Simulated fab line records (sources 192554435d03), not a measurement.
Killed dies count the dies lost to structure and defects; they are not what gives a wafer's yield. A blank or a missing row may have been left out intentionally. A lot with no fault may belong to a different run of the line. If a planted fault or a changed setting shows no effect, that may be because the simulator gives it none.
The tool behind it: which one? :: flow n5-finfet :: 10 lots, 30 wafers sampled, at 5 steps of a route of 1938

== WHAT THE GAUGES READ, wafer by wafer ==
N5_BEOL_M4_RC_MEAS_101. Usual: DIBL_N 35.4 mV/V, standard deviation 2.1; DIBL_P 34.8 mV/V, standard deviation 2.6; IOFF_N 0.15 nA/um, standard deviation 0.037; IOFF_N_LONG 5.62e-05 nA/um, standard deviation 2.6e-06; IOFF_P 0.19 nA/um, standard deviation 0.037; ION_N 677 uA/um, standard deviation 16; ION_P 462 uA/um, standard deviation 9.3; SS_N 71.4 mV/dec, standard deviation 0.75; SS_P 72.9 mV/dec, standard deviation 0.77; VT_N 250 mV, standard deviation 3.7; VT_N_LONG 274.8 mV, standard deviation 1.9; VT_P -251 mV, standard deviation 3.5.
lot: L541
measured: day 9 06:27
on: prober-02
DIBL_N (mV/V): 34.7 31.1 35.3
DIBL_P (mV/V): 35.4 31.0 35.7
IOFF_N (nA/um): 0.15 0.09 0.14
IOFF_N_LONG (nA/um): 5.65e-05 5.57e-05 5.59e-05
IOFF_P (nA/um): 0.18 0.13 0.19
ION_N (uA/um): 697 665 679
ION_P (uA/um): 463 461 464
SS_N (mV/dec): 70.7 70.3 71.1
SS_P (mV/dec): 72.6 71.1 72.5
VT_N (mV): 249 256 249
VT_N_LONG (mV): 273.9 274.8 275.4
VT_P (mV): -256 -256 -252
flag: 

lot: L542
measured: day 9 08:56
on: prober-02
DIBL_N (mV/V): 39.0 32.9 37.2
DIBL_P (mV/V): 37.7 31.1 35.9
IOFF_N (nA/um): 0.24 0.12 0.20
IOFF_N_LONG (nA/um): 5.79e-05 5.92e-05 5.82e-05
IOFF_P (nA/um): 0.23 0.15 0.21
ION_N (uA/um): 679 672 688
ION_P (uA/um): 456 463 465
SS_N (mV/dec): 72.0 70.8 72.7
SS_P (mV/dec): 74.2 72.4 73.9
VT_N (mV): 245 255 245
VT_N_LONG (mV): 275.4 273.9 273.5
VT_P (mV): -248 -252 -248
flag: 

lot: L544
measured: day 9 10:58
on: prober-01
DIBL_N (mV/V): 34.8 37.2 34.0
DIBL_P (mV/V): 33.8 36.0 32.3
IOFF_N (nA/um): 0.13 0.16 0.12
IOFF_N_LONG (nA/um): 5.44e-05 5.42e-05 5.51e-05
IOFF_P (nA/um): 0.16 0.18 0.13
ION_N (uA/um): 664 678 660
ION_P (uA/um): 456 457 448
SS_N (mV/dec): 71.1 71.7 70.9
SS_P (mV/dec): 73.1 73.2 71.5
VT_N (mV): 251 248 255
VT_N_LONG (mV): 273.9 275.3 275.6
VT_P (mV): -257 -253 -257
flag: 

lot: L545
measured: day 10 10:59
on: prober-01
DIBL_N (mV/V): 35.8 36.6 36.7
DIBL_P (mV/V): 35.1 34.8 35.7
IOFF_N (nA/um): 0.16 0.16 0.16
IOFF_N_LONG (nA/um): 5.64e-05 5.7e-05 5.58e-05
IOFF_P (nA/um): 0.19 0.19 0.20
ION_N (uA/um): 697 688 690
ION_P (uA/um): 474 464 471
SS_N (mV/dec): 71.5 71.2 71.1
SS_P (mV/dec): 72.5 73.1 72.8
VT_N (mV): 246 247 247
VT_N_LONG (mV): 276.6 272.6 274.8
VT_P (mV): -249 -251 -250
flag: 

lot: L548
measured: day 10 15:20
on: prober-01
DIBL_N (mV/V): 36.0 36.2 37.3
DIBL_P (mV/V): 34.6 34.6 35.1
IOFF_N (nA/um): 0.13 0.15 0.15
IOFF_N_LONG (nA/um): 5.41e-05 5.63e-05 5.47e-05
IOFF_P (nA/um): 0.21 0.20 0.19
ION_N (uA/um): 649 677 661
ION_P (uA/um): 450 466 450
SS_N (mV/dec): 71.0 71.3 71.3
SS_P (mV/dec): 73.0 73.2 72.4
VT_N (mV): 250 246 249
VT_N_LONG (mV): 276.1 274.7 277.8
VT_P (mV): -251 -252 -251
flag: 

lot: L553
measured: day 11 20:48
on: prober-02
DIBL_N (mV/V): 38.6 33.9 39.1
DIBL_P (mV/V): 39.2 33.0 38.8
IOFF_N (nA/um): 0.20 0.10 0.18
IOFF_N_LONG (nA/um): 5.2e-05 4.71e-05 5.31e-05
IOFF_P (nA/um): 0.24 0.15 0.23
ION_N (uA/um): 681 658 672
ION_P (uA/um): 474 460 464
SS_N (mV/dec): 72.1 71.0 71.7
SS_P (mV/dec): 73.5 72.4 73.8
VT_N (mV): 248 257 251
VT_N_LONG (mV): 278.2 281.1 275.4
VT_P (mV): -249 -255 -251
flag: 

lot: L557
measured: day 12 22:39
on: prober-01
DIBL_N (mV/V): 36.2 37.5 37.8
DIBL_P (mV/V): 36.9 38.8 38.8
IOFF_N (nA/um): 0.18 0.21 0.20
IOFF_N_LONG (nA/um): 6e-05 5.89e-05 5.92e-05
IOFF_P (nA/um): 0.22 0.25 0.24
ION_N (uA/um): 694 697 696
ION_P (uA/um): 472 472 471
SS_N (mV/dec): 72.3 72.2 72.2
SS_P (mV/dec): 72.9 73.3 73.0
VT_N (mV): 247 246 245
VT_N_LONG (mV): 271.7 274.1 275.6
VT_P (mV): -249 -249 -245
flag: 

lot: L558
measured: day 13 15:20
on: prober-01
DIBL_N (mV/V): 35.9 39.2 35.8
DIBL_P (mV/V): 34.1 39.1 33.8
IOFF_N (nA/um): 0.13 0.20 0.13
IOFF_N_LONG (nA/um): 5.39e-05 5.38e-05 5.52e-05
IOFF_P (nA/um): 0.15 0.22 0.14
ION_N (uA/um): 656 709 668
ION_P (uA/um): 449 469 445
SS_N (mV/dec): 71.6 72.2 71.5
SS_P (mV/dec): 72.8 74.6 73.2
VT_N (mV): 255 245 254
VT_N_LONG (mV): 277.7 275.7 276.1
VT_P (mV): -254 -253 -261
flag: 

lot: L559
measured: day 13 15:49
on: prober-01
DIBL_N (mV/V): 40.6 38.2 36.6
DIBL_P (mV/V): 40.7 37.9 36.7
IOFF_N (nA/um): 0.28 0.23 0.18
IOFF_N_LONG (nA/um): 5.69e-05 5.86e-05 5.79e-05
IOFF_P (nA/um): 0.31 0.25 0.22
ION_N (uA/um): 709 708 702
ION_P (uA/um): 480 479 478
SS_N (mV/dec): 73.2 72.2 72.0
SS_P (mV/dec): 74.6 73.6 73.9
VT_N (mV): 241 244 246
VT_N_LONG (mV): 275.2 275.0 275.4
VT_P (mV): -246 -245 -247
flag: 

lot: L560
measured: day 14 15:19
on: prober-01
DIBL_N (mV/V): 35.5 32.7 35.4
DIBL_P (mV/V): 35.0 31.9 36.6
IOFF_N (nA/um): 0.15 0.11 0.16
IOFF_N_LONG (nA/um): 5.6e-05 5.71e-05 5.47e-05
IOFF_P (nA/um): 0.23 0.18 0.25
ION_N (uA/um): 676 672 688
ION_P (uA/um): 468 472 474
SS_N (mV/dec): 71.7 70.3 71.5
SS_P (mV/dec): 73.1 71.7 72.9
VT_N (mV): 254 254 249
VT_N_LONG (mV): 277.1 275.6 276.4
VT_P (mV): -243 -247 -244
flag: 

== TOOL THAT RAN EACH LOT (tool first, then ch and the chambers of the sampled wafers, then the start) ==
lot: L541
N5_HKMG_FIN_WET_ETCH_18: wet-bench-01 ch 0,5,6, day 5 02:59
N5_HKMG_FIN_STRIP_19: plasma-asher-01 ch 0,1, day 5 03:02
N5_HKMG_FIN_STRIP_69: plasma-asher-02 ch 1, day 5 05:12
N5_HKMG_FIN_ALD_21: ald-metal-03 ch 0,2,3, day 5 05:35

lot: L542
N5_HKMG_FIN_WET_ETCH_18: wet-bench-05 ch 1,5,7, day 5 12:50
N5_HKMG_FIN_STRIP_19: plasma-asher-01 ch 0,1, day 5 12:54
N5_HKMG_FIN_STRIP_69: plasma-asher-02 ch 0,1, day 5 15:11
N5_HKMG_FIN_ALD_21: ald-metal-03 ch 0,1, day 5 15:34

lot: L544
N5_HKMG_FIN_WET_ETCH_18: wet-bench-01 ch 5,6,7, day 5 18:36
N5_HKMG_FIN_STRIP_19: plasma-asher-01 ch 0,1, day 5 18:40
N5_HKMG_FIN_STRIP_69: plasma-asher-02 ch 0,1, day 5 20:49
N5_HKMG_FIN_ALD_21: ald-metal-03 ch 1,2, day 5 21:12

lot: L545
N5_HKMG_FIN_WET_ETCH_18: wet-bench-05 ch 4,5,7, day 6 09:52
N5_HKMG_FIN_STRIP_19: plasma-asher-02 ch 0,1, day 6 09:56
N5_HKMG_FIN_STRIP_69: plasma-asher-02 ch 0, day 6 12:16
N5_HKMG_FIN_ALD_21: ald-metal-04 ch 0,1, day 6 12:48

lot: L548
N5_HKMG_FIN_WET_ETCH_18: wet-bench-01 ch 0,3,5, day 6 16:34
N5_HKMG_FIN_STRIP_19: plasma-asher-02 ch 0,1, day 6 16:38
N5_HKMG_FIN_STRIP_69: plasma-asher-02 ch 0,1, day 6 18:48
N5_HKMG_FIN_ALD_21: ald-metal-01 ch 1,2,3, day 6 19:11

lot: L553
N5_HKMG_FIN_WET_ETCH_18: wet-bench-05 ch 0,2,6, day 8 01:53
N5_HKMG_FIN_STRIP_19: plasma-asher-02 ch 0,1, day 8 01:57
N5_HKMG_FIN_STRIP_69: plasma-asher-02 ch 0,1, day 8 04:25
N5_HKMG_FIN_ALD_21: ald-metal-01 ch 0,1,3, day 8 04:47

lot: L557
N5_HKMG_FIN_WET_ETCH_18: wet-bench-03 ch 1,3,4, day 9 00:04
N5_HKMG_FIN_STRIP_19: plasma-asher-02 ch 0,1, day 9 00:15
N5_HKMG_FIN_STRIP_69: plasma-asher-02 ch 0,1, day 9 02:49
N5_HKMG_FIN_ALD_21: ald-metal-04 ch 0,1,3, day 9 03:04

lot: L558
N5_HKMG_FIN_WET_ETCH_18: wet-bench-03 ch 0,1,6, day 9 09:02
N5_HKMG_FIN_STRIP_19: plasma-asher-02 ch 0,1, day 9 09:13
N5_HKMG_FIN_STRIP_69: plasma-asher-02 ch 0,1, day 9 11:28
N5_HKMG_FIN_ALD_21: ald-metal-03 ch 0,1,2, day 9 11:44

lot: L559
N5_HKMG_FIN_WET_ETCH_18: wet-bench-05 ch 3,5,7, day 9 10:11
N5_HKMG_FIN_STRIP_19: plasma-asher-01 ch 0,1, day 9 10:15
N5_HKMG_FIN_STRIP_69: plasma-asher-01 ch 0,1, day 9 12:29
N5_HKMG_FIN_ALD_21: ald-metal-04 ch 1,2,3, day 9 12:52

lot: L560
N5_HKMG_FIN_WET_ETCH_18: wet-bench-01 ch 1,3,5, day 10 01:02
N5_HKMG_FIN_STRIP_19: plasma-asher-01 ch 0,1, day 10 01:06
N5_HKMG_FIN_STRIP_69: plasma-asher-02 ch 0,1, day 10 03:21
N5_HKMG_FIN_ALD_21: ald-metal-04 ch 1,2,3, day 10 03:44
- N5_HKMG_FIN_WET_ETCH_18: etches TiN in SC1, time 55 s, target depth 5.2 nm, rinse time 30 s.
- N5_HKMG_FIN_STRIP_19: strips in N2/H2, time 360 s.
- N5_HKMG_FIN_STRIP_69: strips in N2/H2, time 360 s.
- N5_HKMG_FIN_ALD_21: deposits TiN, target thk 1.5 nm, pulse time 1 s, purge time 3 s.

== AS READ BY THE TOOLS THEMSELVES (means over the sampled wafers that have a number; for cases with no such wafer, the mark the record gives instead) ==
N5_HKMG_FIN_STRIP_19. Usual: drypump-motor-current-A 5.5 A, standard deviation 0.4; heater-power-w 460 W, standard deviation 33.
lot: L541
tool: plasma-asher-01
drypump-motor-current-A (A): 5.3
heater-power-w (W): 463
flag: 

lot: L542
tool: plasma-asher-01
drypump-motor-current-A (A): 5.7
heater-power-w (W): 434
flag: 

lot: L544
tool: plasma-asher-01
drypump-motor-current-A (A): 5.8
heater-power-w (W): 434
flag: 

lot: L545
tool: plasma-asher-02
drypump-motor-current-A (A): 5.5
heater-power-w (W): 467
flag: 

lot: L548
tool: plasma-asher-02
drypump-motor-current-A (A): 5.5
heater-power-w (W): 467
flag: 

lot: L553
tool: plasma-asher-02
drypump-motor-current-A (A): 5.6
heater-power-w (W): 466
flag: 

lot: L557
tool: plasma-asher-02
drypump-motor-current-A (A): 5.5
heater-power-w (W): 474
flag: 

lot: L558
tool: plasma-asher-02
drypump-motor-current-A (A): 5.5
heater-power-w (W): 464
flag: 

lot: L559
tool: plasma-asher-01
drypump-motor-current-A (A): 5.8
heater-power-w (W): 429
flag: 

lot: L560
tool: plasma-asher-01
drypump-motor-current-A (A): 5.8
heater-power-w (W): 424
flag: 

N5_HKMG_FIN_STRIP_69. Usual: drypump-motor-current-A 5.5 A, standard deviation 0.4; heater-power-w 461 W, standard deviation 32.
lot: L541
tool: plasma-asher-02
drypump-motor-current-A (A): 5.6
heater-power-w (W): 476
flag: 

lot: L542
tool: plasma-asher-02
drypump-motor-current-A (A): 5.5
heater-power-w (W): 465
flag: 

lot: L544
tool: plasma-asher-02
drypump-motor-current-A (A): 5.5
heater-power-w (W): 467
flag: 

lot: L545
tool: plasma-asher-02
drypump-motor-current-A (A): 5.5
heater-power-w (W): 464
flag: 

lot: L548
tool: plasma-asher-02
drypump-motor-current-A (A): 5.6
heater-power-w (W): 474
flag: 

lot: L553
tool: plasma-asher-02
drypump-motor-current-A (A): 5.5
heater-power-w (W): 460
flag: 

lot: L557
tool: plasma-asher-02
drypump-motor-current-A (A): 5.5
heater-power-w (W): 469
flag: 

lot: L558
tool: plasma-asher-02
drypump-motor-current-A (A): 5.6
heater-power-w (W): 468
flag: 

lot: L559
tool: plasma-asher-01
drypump-motor-current-A (A): 5.4
heater-power-w (W): 470
flag: 

lot: L560
tool: plasma-asher-02
drypump-motor-current-A (A): 5.5
heater-power-w (W): 463
flag: 

N5_HKMG_FIN_ALD_21. Usual: heater-power-w 900 W, standard deviation 81; precursor-pulse-height-rel 1.000, standard deviation 0.021.
lot: L541
tool: ald-metal-03
heater-power-w (W): 889
precursor-pulse-height-rel: 0.988
flag: 

lot: L542
tool: ald-metal-03
heater-power-w (W): 868
precursor-pulse-height-rel: 0.988
flag: 

lot: L544
tool: ald-metal-03
heater-power-w (W): 1021
precursor-pulse-height-rel: 0.994
flag: 

lot: L545
tool: ald-metal-04
heater-power-w (W): 870
precursor-pulse-height-rel: 1.015
flag: 

lot: L548
tool: ald-metal-01
heater-power-w (W): 869
precursor-pulse-height-rel: 0.998
flag: 

lot: L553
tool: ald-metal-01
heater-power-w (W): 888
precursor-pulse-height-rel: 0.998
flag: 

lot: L557
tool: ald-metal-04
heater-power-w (W): 861
precursor-pulse-height-rel: 0.970
flag: 

lot: L558
tool: ald-metal-03
heater-power-w (W): 925
precursor-pulse-height-rel: 1.008
flag: 

lot: L559
tool: ald-metal-04
heater-power-w (W): 889
precursor-pulse-height-rel: 1.020
flag: 

lot: L560
tool: ald-metal-04
heater-power-w (W): 910
precursor-pulse-height-rel: 1.002
flag: 

== THE ANSWER, worked out from the rows above alone ==
Rule: a lot counts as off when the mean over its wafers that have a number is more than 3 standard deviations away from the usual mean. Also off: a lot with no number at a reading for which 4 or more lots have one. The other lots that the step has rows for count as sound. First the gauges in route order, then the tools' own readings, where a lot's mean is used as printed above. At the first step where some lot is off, the reading lying furthest off is the one used; lots without a number count as furthest.
No lot is off on any of the readings shown, so nothing can be concluded from this.

== WHAT THE SIMULATOR HAD INSERTED ==
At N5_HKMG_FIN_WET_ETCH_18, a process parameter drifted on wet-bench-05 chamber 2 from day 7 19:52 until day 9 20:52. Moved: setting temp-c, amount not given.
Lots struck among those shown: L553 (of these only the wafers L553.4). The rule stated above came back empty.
